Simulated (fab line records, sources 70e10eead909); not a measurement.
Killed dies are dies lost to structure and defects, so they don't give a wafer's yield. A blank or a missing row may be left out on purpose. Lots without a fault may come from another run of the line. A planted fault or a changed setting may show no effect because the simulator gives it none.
A struck lot beside a sound one | flow nand_harc | 14 steps out of a route of 1302
Sound: wafers L839.3, L839.4, L839.5. Struck: wafers L856.2, L856.4. (L856.1 of the same lot was not struck and is left out.) The cause comes at the end.
At each step with rows: each side's tool, then ch and its chambers, then its first start. Under that, the readings that differ: sound wafers | struck wafers | difference of the means | sigmas: that difference in standard deviations of wafers without a fault.
alike: readings whose means differ by less than 2 such deviations, and words and numbers that are the same on both sides. not compared: withheld readings, readings that some wafer has no value for, bounds like >300 that may hide the same value, and numbers for which the record gives no deviation and whose values overlap.
The two part at a step that has a row with sigmas, a row that says differs or no value, or rows on one side only. Numbers that don't overlap but have no deviation are shown without sigmas and don't part them. A reading that every wafer of one side lacks parts them only if that side has two wafers or more.

NHARC_A_ONON_D2_THK_MEAS_14: measures by ellipsometry.
  sound on film_metro-02, day 13 08:32; struck on film_metro-02, day 20 07:26
  alike: thk_nm
then, 2 steps without rows for these wafers: NHARC_A_ONON_D2_ANNEAL_15 (time 3600 s); NHARC_A_ONON_D2_DEP_16 (target thk 1000 nm).
NHARC_A_ONON_D2_THK_MEAS_18: measures by ellipsometry.
  sound on film_metro-02, day 13 15:56; struck on film_metro-02, day 20 15:09
  alike: thk_nm
then, 1 step without rows for these wafers: NHARC_A_ONON_D2_DEP_19 (target thk 1000 nm).
NHARC_A_ONON_D2_THK_MEAS_21: measures by ellipsometry.
  sound on film_metro-02, day 13 16:30; struck on film_metro-02, day 20 15:43
  alike: thk_nm
then, 1 step without rows for these wafers: NHARC_A_ONON_D2_DEP_22 (target thk 1000 nm).
NHARC_A_ONON_D2_THK_MEAS_24: measures by ellipsometry.
  sound on film_metro-02, day 13 17:04; struck on film_metro-02, day 20 16:17
  alike: thk_nm
then, 1 step without rows for these wafers: NHARC_A_ONON_D2_DEP_25 (target thk 1000 nm).
NHARC_A_ONON_D2_THK_MEAS_27: measures by ellipsometry.
  sound on film_metro-02, day 13 17:38; struck on film_metro-02, day 20 16:51
  alike: thk_nm
then, 1 step without rows for these wafers: NHARC_A_ONON_D2_DEP_28 (target thk 1000 nm).
NHARC_A_ONON_D2_THK_MEAS_30: measures by ellipsometry.
  sound on film_metro-02, day 13 18:12; struck on film_metro-02, day 20 17:25
  reading     | sound       | struck    | difference | sigmas
  thk_nm (nm) | 985 986 984 | 1013 1014 | +28        | +3
NHARC_A_ONON_D2_DEP_33: deposits SiO2, target thk 200 nm.
  sound on pecvd-03 ch 0,1,2, day 13 18:21; struck on pecvd-04 ch 0, day 20 17:28
  reading                   | sound             | struck      | difference | sigmas
  mfc_precursor_sccm (sccm) | 160.7 160.6 161.6 | 184.7 183.8 | +23.3      | +48
  alike: chamber_pressure_Torr, heater_power_w, susceptor_temp_C, throttle_valve_pct
NHARC_A_ONON_D2_THK_MEAS_34: measures by ellipsometry.
  sound on film_metro-02, day 13 18:40; struck on film_metro-02, day 20 17:53
  reading     | sound             | struck      | difference | sigmas
  thk_nm (nm) | 193.6 199.6 204.3 | 231.1 234.7 | +33.7      | +12

WHERE THEY PART
First at NHARC_A_ONON_D2_THK_MEAS_30; last, within this record, at NHARC_A_ONON_D2_THK_MEAS_34.

WHY: what the simulator had put in
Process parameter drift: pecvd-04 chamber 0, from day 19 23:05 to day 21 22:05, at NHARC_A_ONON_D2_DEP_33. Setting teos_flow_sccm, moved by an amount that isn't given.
